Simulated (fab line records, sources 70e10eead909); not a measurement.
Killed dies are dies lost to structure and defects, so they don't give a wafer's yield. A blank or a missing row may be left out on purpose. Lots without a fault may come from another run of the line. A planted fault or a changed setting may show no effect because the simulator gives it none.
Which tool did it? | flow nand_harc | 12 lots, 36 wafers sampled, at 5 steps of a route of 1159

WHAT THE GAUGES READ, wafer by wafer
NHARC_END_SORT_01.
lot  | measured     | on        | killed_at_array | killed_at_other | killed_at_periphery | killed_dies | killed_open | killed_short
L623 | day 24 10:02 | prober-01 | 671 674 669     | 0 0 2           | 6 3 6               | 677 677 677 | 2 3 5       | 2 3 2
L624 | day 24 23:42 | prober-01 | 675 672 667     | 0 1 1           | 2 4 9               | 677 677 677 | 1 2 5       | 3 2 1

WHICH TOOL RAN EACH LOT (tool, then ch and the chambers of the sampled wafers, then the start)
lot  | NHARC_A_CHANNEL_FILL_D1_ALD_16   | NHARC_A_CHANNEL_FILL_D1_ALD_25   | NHARC_A_CHANNEL_FILL_D1_ETCHBACK_08 | NHARC_A_STAIRCASE_ETCH_169
L604 | ald_hk-01 ch 0,1, day 9 01:55    | ald_hk-01 ch 0,3, day 10 01:40   | rie_diel-06 ch 1,3, day 10 07:15    | rie_diel-10 ch 1,3, day 10 14:55
L605 | ald_hk-01 ch 0,1,2, day 9 13:23  | ald_hk-02 ch 0,1,3, day 10 15:18 | rie_diel-03 ch 0,3, day 10 20:50    | rie_diel-09 ch 0,1,2, day 11 04:31
L607 | ald_hk-04 ch 1,2,3, day 9 22:36  | ald_hk-01 ch 0,2, day 10 23:00   | rie_diel-11 ch 1,2,3, day 11 03:59  | rie_diel-07 ch 1,3, day 11 12:13
L611 | ald_hk-02 ch 1,2,3, day 10 19:02 | ald_hk-02 ch 0,3, day 11 19:34   | rie_diel-06 ch 1,2,3, day 12 01:09  | rie_diel-10 ch 1,2, day 12 07:53
L610 | ald_hk-02 ch 2,3, day 10 19:11   | ald_hk-04 ch 1,3, day 11 19:08   | rie_diel-03 ch 0,2,3, day 12 00:06  | rie_diel-10 ch 0,2, day 12 07:26
L609 | ald_hk-02 ch 0,1,2, day 10 20:44 | ald_hk-01 ch 1,2,3, day 11 18:31 | rie_diel-06 ch 0,1,2, day 12 00:04  | rie_diel-07 ch 1,2, day 12 07:41
L613 | ald_hk-04 ch 0,2,3, day 11 01:49 | ald_hk-01 ch 0,1,2, day 12 01:55 | rie_diel-06 ch 0,1,3, day 12 06:50  | rie_diel-07 ch 1,2, day 12 14:26
L614 | ald_hk-02 ch 0,1,3, day 11 09:43 | ald_hk-04 ch 0,2,3, day 12 10:28 | rie_diel-06 ch 0,1, day 12 14:46    | rie_diel-10 ch 0,2,3, day 12 22:21
L617 | ald_hk-02 ch 0,1,2, day 12 03:22 | ald_hk-02 ch 0,1, day 13 03:59   | rie_diel-03 ch 0,3, day 13 13:07    | rie_diel-07 ch 0,2, day 13 18:53
L623 | ald_hk-02 ch 0,2,3, day 13 19:07 | ald_hk-01 ch 0,2,3, day 14 21:31 | rie_diel-06 ch 0,2,3, day 15 01:16  | -
L624 | ald_hk-04 ch 0,1,3, day 13 22:12 | ald_hk-04 ch 0,1,2, day 14 22:53 | rie_diel-03 ch 0,2,3, day 15 08:07  | -
L625 | ald_hk-02 ch 0,1,2, day 14 18:47 | ald_hk-01 ch 0,1,3, day 15 15:52 | rie_diel-06 ch 0,1,3, day 15 21:24  | rie_diel-09 ch 0,2,3, day 16 04:46
- NHARC_A_CHANNEL_FILL_D1_ALD_16: deposits SiO2, target thk 1.5 nm, pulse time 10 s, ald cycles 15.
- NHARC_A_CHANNEL_FILL_D1_ALD_25: deposits SiOx, target thk 60 nm, pulse time 10 s, ald cycles 600.
- NHARC_A_CHANNEL_FILL_D1_ETCHBACK_08: etches the open film in C4F8, target depth 220 nm, time 110 s.
- NHARC_A_STAIRCASE_ETCH_169: etches the open film in CH3F/O2, target depth 50 nm, time 107.1 s.

WHAT THE TOOLS THEMSELVES READ (means of the sampled wafers that have a number; where no wafer has one, the mark that the record gives instead)
NHARC_A_CHANNEL_FILL_D1_ALD_16.
lot  | tool      | heater_power_w (W) | precursor_pulse_height_rel
L604 | ald_hk-01 | 405                | 0.986
L605 | ald_hk-01 | 434                | 0.995
L607 | ald_hk-04 | 441                | 1.018
L611 | ald_hk-02 | 469                | 1.006
L610 | ald_hk-02 | 477                | 1.003
L609 | ald_hk-02 | 481                | 0.973
L613 | ald_hk-04 | 429                | 0.997
L614 | ald_hk-02 | 447                | 0.969
L617 | ald_hk-02 | 487                | 1.001
L623 | ald_hk-02 | 449                | 0.984
L624 | ald_hk-04 | 467                | 1.008
L625 | ald_hk-02 | 484                | 0.978

NHARC_A_CHANNEL_FILL_D1_ALD_25.
lot  | tool      | heater_power_w (W) | precursor_pulse_height_rel
L604 | ald_hk-01 | 457                | 1.005
L605 | ald_hk-02 | 452                | 1.001
L607 | ald_hk-01 | 474                | 0.991
L611 | ald_hk-02 | 441                | 1.008
L610 | ald_hk-04 | 484                | 0.982
L609 | ald_hk-01 | 446                | 1.019
L613 | ald_hk-01 | 449                | 0.992
L614 | ald_hk-04 | 439                | 1.011
L617 | ald_hk-02 | 479                | 1.017
L623 | ald_hk-01 | 471                | 0.994
L624 | ald_hk-04 | 471                | 1.009
L625 | ald_hk-01 | 441                | 0.980

NHARC_A_CHANNEL_FILL_D1_ETCHBACK_08.
lot  | tool        | chamber_pressure_mTorr (mTorr) | oes_product_au (a.u.) | rf_vpp_V (V)
L604 | rie_diel-06 | 25.003                         | 0.92                  | 441.3
L605 | rie_diel-03 | 25.001                         | 0.98                  | 442.0
L607 | rie_diel-11 | 25.007                         | 0.92                  | 436.7
L611 | rie_diel-06 | 24.994                         | 1.00                  | 441.5
L610 | rie_diel-03 | 25.004                         | 0.92                  | 441.3
L609 | rie_diel-06 | 24.999                         | 0.99                  | 440.4
L613 | rie_diel-06 | 25.004                         | 1.00                  | 440.9
L614 | rie_diel-06 | 25.000                         | 0.92                  | 438.6
L617 | rie_diel-03 | 25.002                         | 0.91                  | 442.8
L623 | rie_diel-06 | -                              | -                     | -
L624 | rie_diel-03 | -                              | -                     | -
L625 | rie_diel-06 | 24.999                         | 0.93                  | 440.8

NHARC_A_STAIRCASE_ETCH_169.
lot  | tool        | ch3f_flow_sccm (sccm) | drypump_motor_current_A (A) | oes_product_au (a.u.) | rf_vpp_V (V) | showerhead_plenum_p_Torr (Torr) | throttle_valve_pct (%)
L604 | rie_diel-10 | 49.95                 | 5.3                         | 0.976                 | 245.6        | 2.55                            | 20.670
L605 | rie_diel-09 | 50.15                 | 5.6                         | 0.921                 | 242.5        | 2.39                            | 20.668
L607 | rie_diel-07 | 49.93                 | 5.9                         | 0.948                 | 245.2        | 2.57                            | 20.664
L611 | rie_diel-10 | 50.01                 | 5.5                         | 0.970                 | 244.0        | 2.47                            | 20.662
L610 | rie_diel-10 | 49.88                 | 5.4                         | 0.963                 | 243.6        | 2.43                            | 20.667
L609 | rie_diel-07 | 50.02                 | 5.4                         | 0.971                 | 246.3        | 2.61                            | 20.669
L613 | rie_diel-07 | 49.85                 | 5.5                         | 0.957                 | 246.0        | 2.59                            | 20.662
L614 | rie_diel-10 | 50.14                 | 5.5                         | 0.979                 | 243.2        | 2.43                            | 20.661
L617 | rie_diel-07 | 49.92                 | 5.4                         | 0.976                 | 244.9        | 2.52                            | 20.667
L625 | rie_diel-09 | 49.85                 | 5.7                         | 0.966                 | 245.9        | 2.55                            | 20.667

THE ANSWER, worked out from the rows above alone
Rule: what is usual is taken from the lots themselves. Put in order of their means at a reading, lots are off if they are a third of the lots or fewer, leave a main group of 4 or more, and stand apart from it by a gap of 3 or more times the standard deviation of the main group's means; of several such gaps the widest counts. A main group whose means are all the same, to the digits that the tables above print for the reading, isn't used. A lot without any number at a reading at which 4 lots or more have one is off too. The other lots that the step has rows for count as sound. The gauges are gone through in route order, then the tools' own readings, and for those a lot's mean is taken as printed above. The first step at which some lot is off is used, and at that step the reading that is off furthest; a lot without a number counts as furthest.
Off: L623, L624, at NHARC_A_CHANNEL_FILL_D1_ETCHBACK_08 (chamber_pressure_mTorr). Without a number there: L623, L624. The main group: mean 25.001 mTorr, standard deviation 0.0034.
A tool fits if, at that step or a process step before it, it ran every lot that is off, and no sound lot after the first of them. None of those tried fits.

WHAT THE SIMULATOR HAD PUT IN
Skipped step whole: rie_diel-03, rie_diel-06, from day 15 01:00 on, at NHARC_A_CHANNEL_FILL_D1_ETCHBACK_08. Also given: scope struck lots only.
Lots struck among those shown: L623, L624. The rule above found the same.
